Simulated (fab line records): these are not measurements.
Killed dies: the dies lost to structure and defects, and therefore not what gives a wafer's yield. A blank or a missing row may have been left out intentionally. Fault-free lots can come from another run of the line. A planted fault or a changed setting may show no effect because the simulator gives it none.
fab line records | flow nandHarc
[record] lots = 5 wafers = 15 lastDay = 32
route steps=1302 shown P_GATE@170 END@1302
lots with no fault: from the same line, run without faults
startH: hours from the record's opening day to when the first of the lot's shown wafers began | waitH: hours elapsed since this lot's preceding step | " same as the row above | L1.1+2: several wafers, shown together as one row | - either no value or no given start | * or withheld: withheld | < > ~ a bound
route shown NAME@n: names a module that has steps shown in the file, with the first one's number in the route | usual: mean/standard deviation of fault-free wafers | same: alike in all rows | chamber/n: place in a boat | sites: the reading at each site | _std_site: how widely they spread, as a standard deviation | _edge_site: inner sites' mean taken away from outer sites' mean | radiusMm: how far each site lies from the wafer's centre | mask NAME#n: copy n | behind: the last tool/chamber to shape the wafer | hold: the reason the lot was held/the length of the hold in hours/how it ended | device: names the non-switching transistor (n, p or np) | end of line: at the end of the route, the tests of the same wafers | where a step has no rows: the recipe by itself | killed: at the first sort, the dies lost to defects and structure; wafer yield is something else | map: a wafer's dies, x killed, . not, _ none there
set.NAME: the run value of the setting; set.NAME@STEP: its run value at that earlier step | model.NAME: the simulator's own value behind a step, which no gauge read
lots seen at some steps along the route; tables by step, rows by wafer
services: a tool's chamber out of use, with start hour (startH, from the record's first day; less than 0 if before it), hours out, and reason
[[steps]]
[step NHARC_P_GATE_CD_MEAS_46]
[recipe] targetCdNm = 720 landingEnergyEv = 500
[usual] cdNm = 720.7/1.7
[same] landingEnergyEv = 500
// columns lot.wafer tool chamber startH waitH cdNm
L565.1 cdSem-02 0 124.38 - 721.1
L565.2 " 0 " " 721.0
L565.6 " 0 " " 720.8
L569.1 cdSem-01 0 169.09 - 723.8
L569.2 " 0 " " 725.3
L569.4 " 0 " " 722.1
L573.1 cdSem-01 0 213.88 - 719.7
L573.3 " 0 " " 716.8
L573.5 " 0 " " 721.7
L580.1 cdSem-02 0 283.77 - 720.7
L580.4 " 0 " " 719.1
L580.5 " 0 " " 722.3
L584.1 cdSem-03 0 317.54 - 718.5
L584.4 " 0 " " 719.3
L584.6 " 0 " " 718.8
[step NHARC_P_GATE_HARDBAKE_47]
[recipe] tempC = 125 timeS = 80
[step NHARC_P_GATE_DESCUM_48]
[recipe] timeS = 3 o2FlowSccm = 200 arFlowSccm = 0 biasPowerW = 0 chemistry = O2
[usual] drypumpMotorCurrentA = 5.9/0.54 o2FlowSccm = 200.1/0.61 oesProductAu = 1.001/0.011 rfVppV = 57.6/0.83 showerheadPlenumPTorr = 1.89/0.074 throttleValvePct = 11.310/0.009
// columns lot.wafer tool chamber startH waitH drypumpMotorCurrentA o2FlowSccm oesProductAu rfHoursCounterH rfVppV showerheadPlenumPTorr throttleValvePct
L565.2 rieDiel-09 3 124.54 - 6.1 201.1 0.975 5 57.1 1.85 11.303
L565.1 " 1 " " 4.9 201.1 1.008 6 58.7 2.00 11.313
L565.6 " 0 " " 6.5 200.6 1.004 - 57.7 1.81 11.298
L569.1 rieDiel-09 0 169.26 - 6.6 199.5 1.026 1 56.8 1.81 11.310
L569.2 " 1 " " 5.0 201.1 1.006 1 57.2 2.00 11.309
L569.4 " 2 " " 5.8 200.2 0.999 1 57.8 2.03 11.324
L573.3 rieDiel-01 0 214.05 - 6.7 199.7 1.000 0 58.6 1.91 11.324
L573.1 " 1 " " 5.4 200.5 0.996 0 57.5 1.79 11.317
L573.5 " 3 " " 6.4 199.8 0.986 - 58.8 1.88 11.311
L580.4 rieDiel-09 2 283.95 - 5.8 200.8 0.990 9 57.8 2.03 11.304
L580.1 " 3 " " 6.0 200.7 0.990 8 58.0 1.85 11.312
L580.5 " 1 " " 4.9 201.0 1.018 - 58.7 2.00 11.314
L584.4 rieDiel-09 0 317.70 - 6.5 199.3 1.007 11 57.8 1.80 11.305
L584.1 " 1 " " 4.9 200.3 1.018 11 59.0 2.00 11.302
L584.6 " 0 " " 6.6 200.0 1.009 - 56.1 1.80 11.318
[step NHARC_P_GATE_IMPLANT_49]
[recipe] energyKev = 30 doseCm2 = 3e+15 tiltDeg = 7
[step NHARC_P_GATE_STRIP_111]
[recipe] powerW = 1500 tempC = 110 timeS = 250 chemistry = N2/H2
[usual] drypumpMotorCurrentA = 5.8/0.34 heaterPowerW = 96/9.9
// columns lot.wafer tool chamber startH waitH drypumpMotorCurrentA heaterPowerW rfHoursCounterH
L565.2 plasmaAsher-01 0 124.91 0.2 6.1 92 27
L565.1 " 1 " " 5.9 107 27
L565.6 " 0 " " 6.2 88 -
L569.2 plasmaAsher-02 1 169.62 0.2 5.3 88 17
L569.1 " 0 " " 5.5 90 17
L569.4 " 1 " " 5.3 86 -
L573.1 plasmaAsher-02 0 214.46 0.2 5.5 92 27
L573.3 " 1 " " 5.3 86 -
L573.5 " 0 " " 5.5 96 -
L580.1 plasmaAsher-01 1 284.29 0.2 5.9 110 23
L580.4 " 1 " " 5.9 110 -
L580.5 " 0 " " 6.2 92 -
L584.1 plasmaAsher-01 0 318.07 0.2 6.2 93 29
L584.4 " 1 " " 5.9 113 -
L584.6 " 0 " " 6.2 92 -
[step NHARC_P_GATE_STRIP_75]
[recipe] powerW = 1500 tempC = 250 chemistry = O2
[usual] drypumpMotorCurrentA = 5.8/0.34 heaterPowerW = 359/37
// columns lot.wafer tool chamber startH waitH drypumpMotorCurrentA heaterPowerW rfHoursCounterH
L565.2 plasmaAsher-01 0 125.22 0.3 6.1 345 28
L565.1 " 1 " " 5.9 407 28
L565.6 " 0 " " 6.2 348 -
L569.2 plasmaAsher-02 1 169.92 0.2 5.3 323 17
L569.1 " 0 " " 5.5 339 17
L569.4 " 1 " " 5.3 328 -
L573.1 plasmaAsher-02 0 214.72 0.2 5.5 354 27
L573.3 " 1 " " 5.3 324 -
L573.5 " 0 " " 5.5 344 -
L580.1 plasmaAsher-01 1 284.59 0.2 5.9 420 23
L580.4 " 1 " " 5.9 425 -
L580.5 " 0 " " 6.2 345 -
L584.1 plasmaAsher-01 0 318.37 0.3 6.2 337 29
L584.4 " 1 " " 5.9 413 -
L584.6 " 0 " " 6.2 351 -
[step NHARC_P_GATE_STRIP_50]
[recipe] timeS = 900 tempC = 130 chemistry = SPM
[step NHARC_P_GATE_DEHYDRATE_51]
[recipe] tempC = 150 timeS = 120
[step NHARC_P_GATE_HMDS_52]
[recipe] timeS = 30
[step NHARC_P_GATE_COAT_53]
[recipe] spinRpm = 3000
[step NHARC_P_GATE_SOFTBAKE_54]
[recipe] tempC = 122 timeS = 95
[step NHARC_P_GATE_EBR_55]
[step NHARC_P_GATE_EXPOSE_56]
[recipe] na = 0.6 targetCdNm = 720 doseMj = 14.81 maskId = P_PSD
// columns lot.wafer tool chamber startH waitH mask
L565.1+2+6 krfScanner-04 0 125.86 - P_NSD#0
L569.1+2+4 krfScanner-01 0 170.68 - P_PSD#0
L573.1+3+5 krfScanner-02 0 215.35 - P_PSD#0
L580.1+4+5 krfScanner-04 0 285.36 - P_PSD#0
L584.1+4+6 krfScanner-02 0 319.14 - P_PSD#0
[step NHARC_P_GATE_PEB_57]
[recipe] pebTempC = 118 pebTimeS = 85
[step NHARC_P_GATE_DEVELOP_58]
[recipe] timeS = 70
[step NHARC_P_GATE_CD_MEAS_59]
[recipe] targetCdNm = 720 landingEnergyEv = 500
[usual] cdNm = 719.1/1.6
[same] landingEnergyEv = 500
// columns lot.wafer tool chamber startH waitH cdNm
L565.1 cdSem-02 0 126.01 - -
L565.2 " 0 " " -
L565.6 " 0 " " -
L569.1 cdSem-01 0 170.84 - 721.0
L569.2 " 0 " " 715.0
L569.4 " 0 " " 718.9
L573.1 cdSem-02 0 215.51 - 721.1
L573.3 " 0 " " 717.9
L573.5 " 0 " " 721.2
L580.1 cdSem-02 0 285.51 - 716.1
L580.4 " 0 " " 719.4
L580.5 " 0 " " 715.4
L584.1 cdSem-02 0 319.29 - 722.2
L584.4 " 0 " " 719.8
L584.6 " 0 " " 722.3
[step NHARC_P_GATE_HARDBAKE_60]
[recipe] tempC = 125 timeS = 80
[step NHARC_END_SORT_01]
[recipe] tempC = 25
[usual] killedAtArray = 57/19 killedAtOther = 0.9/1.1 killedAtPeriphery = 4.0/2.6 killedDies = 62/19 killedOpen = 3.3/1.8 killedShort = 2.4/1.7
[same] grossDies = 677
// columns lot.wafer tool chamber startH waitH killedAtArray killedAtOther killedAtPeriphery killedDies killedOpen killedShort
L565.1 prober-01 0 587.86 2.5 64 1 612 677 3 1
L565.2 prober-01 0 588.65 2.8 68 0 609 677 2 3
L565.6 prober-01 0 591.85 4.0 66 0 611 677 2 5
// killed by level:class
L565.1 P_GATE:areaExpose=610 A_SLIT:chamberFilmFlake=29 A_CHANNEL_HOLE_D2:chamberFilmFlake=28 A_ZERO_WELL:chamberFilmFlake=2 P_GATE:geometricParticle:open=1 P_CONTACT:geometricParticle:open=1 A_CHANNEL_HOLE_D1:geometricParticle:open=1 A_CHANNEL_HOLE_D2:geometricParticle:short=1
L565.2 P_GATE:areaExpose=607 A_CHANNEL_HOLE_D2:chamberFilmFlake=36 A_SLIT:chamberFilmFlake=17 A_STAIRCASE:chamberFilmFlake=4 A_CONTACT:chamberFilmFlake=4 A_WL_FILL:chamberFilmFlake=2 P_M0:geometricParticle:short=1 A_ONON_D1:geometricParticle:short=1
L565.6 P_GATE:areaExpose=608 A_CHANNEL_HOLE_D2:chamberFilmFlake=35 A_SLIT:chamberFilmFlake=18 A_CHANNEL_FILL_D1:chamberFilmFlake=3 A_CONTACT:chamberFilmFlake=2 P_STI:chamberFilmFlake=2 P_M0:geometricParticle:short=1 A_DECK1_JOINT:geometricParticle:short=1
// map L565.1 (x killed, . not)
____________x____________
_________xxxxxxx_________
_______xxxxxxxxxxx_______
______xxxxxxxxxxxxx______
_____xxxxxxxxxxxxxxx_____
____xxxxxxxxxxxxxxxxx____
____xxxxxxxxxxxxxxxxx____
___xxxxxxxxxxxxxxxxxxx___
___xxxxxxxxxxxxxxxxxxx___
__xxxxxxxxxxxxxxxxxxxxx__
__xxxxxxxxxxxxxxxxxxxxx__
_xxxxxxxxxxxxxxxxxxxxxxx_
_xxxxxxxxxxxxxxxxxxxxxxx_
_xxxxxxxxxxxxxxxxxxxxxxx_
_xxxxxxxxxxxxxxxxxxxxxxx_
_xxxxxxxxxxxxxxxxxxxxxxx_
xxxxxxxxxxxxxxxxxxxxxxxxx
xxxxxxxxxxxxxxxxxxxxxxxxx
xxxxxxxxxxxxxxxxxxxxxxxxx
xxxxxxxxxxxxxxxxxxxxxxxxx
xxxxxxxxxxxxxxxxxxxxxxxxx
_xxxxxxxxxxxxxxxxxxxxxxx_
_xxxxxxxxxxxxxxxxxxxxxxx_
_xxxxxxxxxxxxxxxxxxxxxxx_
_xxxxxxxxxxxxxxxxxxxxxxx_
_xxxxxxxxxxxxxxxxxxxxxxx_
__xxxxxxxxxxxxxxxxxxxxx__
__xxxxxxxxxxxxxxxxxxxxx__
___xxxxxxxxxxxxxxxxxxx___
___xxxxxxxxxxxxxxxxxxx___
____xxxxxxxxxxxxxxxxx____
____xxxxxxxxxxxxxxxxx____
_____xxxxxxxxxxxxxxx_____
______xxxxxxxxxxxxx______
_______xxxxxxxxxxx_______
_________xxxxxxx_________
____________x____________
// map L580.5 (x killed, . not)
____________x____________
_________.xxx..._________
_______.xxxx..x..._______
______...x....x....______
_____.......x......._____
____...........x..x..____
____.....x...........____
___..x................___
___x..................___
__.....................__
__x..x.................__
_......................._
_......................._
_....xx............x.x.._
_.....x.x..............._
_..xx..xx...........x..._
...xxx.x.x...............
...xx.xx............xx...
...xxxxx...x....x........
.x..xxx.x.....x..........
.....xx.x................
_.....xx.x.............._
_.....xxx.x.xx.........._
_......................._
_...........x..........._
_...................x..._
__...................x.__
__................xx..x__
___..........x......xx___
___..............x..x.___
____.................____
____.................____
_____.............x._____
______.............______
_______..........._______
_________......._________
____________x____________
[[services]]
// columns tool chamber startH hours kind
rieDiel-09 0 122.10 - clean
krfScanner-01 - 140.02 4.0 pm
plasmaAsher-02 - 142.46 1.9 repair
rieDiel-09 - 143.10 9.0 pm
plasmaAsher-01 - 165.24 9.0 pm
plasmaAsher-01 0 165.24 9.0 ventCycle
plasmaAsher-01 1 165.24 9.0 ventCycle
krfScanner-04 - 167.86 0.7 repair
plasmaAsher-01 0 174.24 - clean
plasmaAsher-01 1 174.24 - clean
krfScanner-04 - 182.00 4.0 pm
krfScanner-01 - 197.72 0.4 repair
krfScanner-01 - 198.60 3.0 repair
rieDiel-01 - 203.84 9.0 pm
plasmaAsher-02 - 245.17 5.9 repair
plasmaAsher-02 - 251.10 9.0 pm
krfScanner-02 - 266.00 4.0 pm
krfScanner-01 - 277.51 0.6 repair
rieDiel-01 1 283.32 3.1 repair
krfScanner-04 - 289.27 0.5 repair
rieDiel-01 3 291.85 2.0 repair
krfScanner-04 - 295.17 2.1 repair
krfScanner-04 - 304.77 0.2 repair
krfScanner-01 - 312.02 4.0 pm
[[key]]
[firstSign] step = NHARC_P_GATE_EXPOSE_56 reading = mask direction = changed
[effect] step = NHARC_P_GATE_CD_MEAS_59 reading = cdNm direction = missing
[effect] step = NHARC_END_SORT_01 reading = killedAtPeriphery direction = up sigmas = 99+ usual = 4.0 struck = 610.7
[moreKillsBornAt] NHARC_P_GATE_EXPOSE_56@krfScanner-04 = 1825
metAt NHARC_P_GATE_EXPOSE_56
struckWafers L565.1,L565.2,L565.6
laterRowsLeftOut L565.1,L565.2,L565.6
testerLeftOut L565
[fault] kind = wrongMask tool = any chamber = - onsetH = 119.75 steps = NHARC_P_GATE_EXPOSE_56 auxCopy = P_NSD#0 scope = struckLotsOnly
// testerLeftOut: of these lots the tester's yield and bins aren't shown, on N5 and GAA mostly nor the transistor test; their killed dies are dies lost to structure and defects alone, not to doping, threshold or leakage, so they don't give the yield
// laterRowsLeftOut: the simulator's readings of these wafers behind a module that went badly wrong aren't trusted and aren't shown, but for the sort
